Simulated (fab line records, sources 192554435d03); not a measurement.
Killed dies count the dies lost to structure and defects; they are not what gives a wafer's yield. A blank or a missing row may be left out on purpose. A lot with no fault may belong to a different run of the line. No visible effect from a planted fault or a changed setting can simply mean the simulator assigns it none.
Matching of chambers | flow n5Finfet | cmp-04 running N5_BEOL_M7_CMP_52: 4 sister chambers
The step polishes, stops on SiCOH lowk, t overpolish 6.9 s, target thk 80 nm. 7 wafers are shown with their chamber, then 7 later ones without.

== EACH WAFER AND ITS CHAMBER ==
wafer  | chamber | timeToEndpointS (s) | motorCurrentA (A)
L080.3 | 1       | 64                  | 6.3
L080.5 | 3       | 66                  | 5.8
L082.1 | 3       | 66                  | 5.6
L082.2 | 0       | 74                  | 5.0
L082.3 | 2       | 59                  | 6.1
L084.2 | 0       | 73                  | 5.3
L084.3 | 1       | 62                  | 6.5

== WAFERS WHOSE CHAMBER IS MISSING ==
wafer  | timeToEndpointS (s) | motorCurrentA (A)
L084.4 | 65                  | 5.6
L094.2 | 64                  | 6.7
L094.3 | 66                  | 5.5
L094.6 | 65                  | 5.7
L095.1 | 73                  | 5.3
L095.3 | 63                  | 6.3
L095.5 | 65                  | 6.6

== THE CHAMBER EACH PASSED THROUGH ==
wafer  | from the rows above | in truth
L084.4 | 3                   | 3
L094.2 | 1                   | 1
L094.3 | 3                   | 3
L094.6 | 3                   | 3
L095.1 | 0                   | 0
L095.3 | 1                   | 1
L095.5 | 1                   | 1
Correct placement for 7 of the 7. Left unplaced by these rows: 0. Number placed wrongly: 0.
How it was worked out, from the rows above alone: a wafer's distance from a chamber is the root of the sum, over the readings, of the square of ((its reading less the chamber's mean) divided by the reading's scatter). If the next closest chamber is less than 2 further off than the closest, the wafer can't be placed; otherwise it belongs to the closest. For every chamber, the mean is computed from those of its wafers that are shown. The scatter: take each reading less its chamber's mean, square it, sum over the shown wafers, divide by the number of wafers less the number of chambers, and take the root.
